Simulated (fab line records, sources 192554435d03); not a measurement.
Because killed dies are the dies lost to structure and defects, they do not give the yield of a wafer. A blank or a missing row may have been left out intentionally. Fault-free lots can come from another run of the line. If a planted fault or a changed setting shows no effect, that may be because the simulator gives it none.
Matching of chambers + flow n5Finfet + rieDiel-01 running N5_BEOL_M5_ETCH_72: 4 sister chambers
The step etches underlayer in N2/H2, target depth 6.5 nm, time 5.2 s. 22 wafers are shown with their chamber, then 11 later ones without.

WAFERS, EACH WITH ITS CHAMBER
| wafer  | chamber | showerheadPlenumPTorr (Torr) | drypumpMotorCurrentA (A) | throttleValvePct (%) |
|--------|---------|------------------------------|--------------------------|----------------------|
| L075.1 | 0       | 2.53                         | 6.0                      | 17.88                |
| L075.4 | 1       | 2.39                         | 5.7                      | 17.91                |
| L075.5 | 1       | 2.39                         | 5.7                      | 17.90                |
| L078.1 | 0       | 2.53                         | 6.0                      | 17.87                |
| L078.5 | 0       | 2.52                         | 6.0                      | 17.85                |
| L078.6 | 3       | 2.45                         | 6.4                      | 17.80                |
| L080.3 | 0       | 2.52                         | 6.0                      | 17.88                |
| L080.4 | 1       | 2.39                         | 5.7                      | 17.91                |
| L080.5 | 2       | 2.47                         | 5.6                      | 17.59                |
| L083.2 | 1       | 2.39                         | 5.7                      | 17.93                |
| L083.3 | 0       | 2.52                         | 6.0                      | 17.86                |
| L083.5 | 1       | 2.39                         | 5.7                      | 17.94                |
| L084.2 | 0       | 2.52                         | 6.0                      | 17.91                |
| L084.3 | 2       | 2.46                         | 5.7                      | 17.63                |
| L084.5 | 2       | 2.46                         | 5.6                      | 17.59                |
| L086.2 | 2       | 2.46                         | 5.7                      | 17.60                |
| L086.3 | 3       | 2.44                         | 6.3                      | 17.81                |
| L086.6 | 3       | 2.44                         | 6.3                      | 17.82                |
| L087.1 | 3       | 2.44                         | 6.3                      | 17.82                |
| L087.5 | 3       | 2.44                         | 6.3                      | 17.84                |
| L087.6 | 2       | 2.46                         | 5.7                      | 17.61                |
| L091.2 | 3       | 2.44                         | 6.3                      | 17.84                |

SIGNATURES (means of the wafers above)
| reading               | chamber 0 | chamber 1 | chamber 2 | chamber 3 | scatter within a chamber |
|-----------------------|-----------|-----------|-----------|-----------|--------------------------|
| showerheadPlenumPTorr | 2.5233    | 2.3900    | 2.4620    | 2.4417    | 0.00406                  |
| drypumpMotorCurrentA  | 6.000     | 5.700     | 5.660     | 6.317     | 0.0336                   |
| throttleValvePct      | 17.8750   | 17.9180   | 17.6040   | 17.8217   | 0.0177                   |
Rule: for each reading, subtract the chamber's mean from the wafer's reading, divide by that reading's scatter and square the result; add these up over the readings and take the root, which gives the wafer's distance from the chamber. If the next closest chamber is less than 2 further off than the closest, the wafer can't be placed; otherwise it belongs to the closest. How the scatter is found: for the shown wafers, subtract from each reading the mean of its chamber, square and add these, divide the total by (wafers less chambers), then take the root.

WAFERS WITH NO CHAMBER GIVEN
| wafer  | showerheadPlenumPTorr (Torr) | drypumpMotorCurrentA (A) | throttleValvePct (%) |
|--------|------------------------------|--------------------------|----------------------|
| L091.4 | 2.51                         | 6.0                      | 17.92                |
| L091.6 | 2.46                         | 5.6                      | 17.62                |
| L095.2 | 2.45                         | 5.7                      | 17.63                |
| L095.5 | 2.51                         | 6.0                      | 17.92                |
| L095.6 | 2.70                         | 5.7                      | 17.52                |
| L096.2 | 2.70                         | 5.7                      | 17.50                |
| L096.4 | 2.44                         | 6.3                      | 17.84                |
| L096.5 | 2.70                         | 5.7                      | 17.51                |
| L097.3 | 2.51                         | 6.0                      | 17.91                |
| L097.4 | 2.70                         | 5.7                      | 17.49                |
| L097.5 | 2.45                         | 5.7                      | 17.65                |

WHICH CHAMBER EACH ONE RAN IN
| wafer  | from the rows above | in truth                   |
|--------|---------------------|----------------------------|
| L091.4 | 0                   | 0                          |
| L091.6 | 2                   | 2                          |
| L095.2 | 2                   | 2                          |
| L095.5 | 0                   | 0                          |
| L095.6 | 0                   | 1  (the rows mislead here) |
| L096.2 | 0                   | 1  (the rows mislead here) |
| L096.4 | 3                   | 3                          |
| L096.5 | 0                   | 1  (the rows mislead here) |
| L097.3 | 0                   | 0                          |
| L097.4 | 0                   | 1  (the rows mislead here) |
| L097.5 | 2                   | 2                          |
Correctly placed: 7 of 11. Not placeable from these rows: 0. Number placed wrongly: 4.
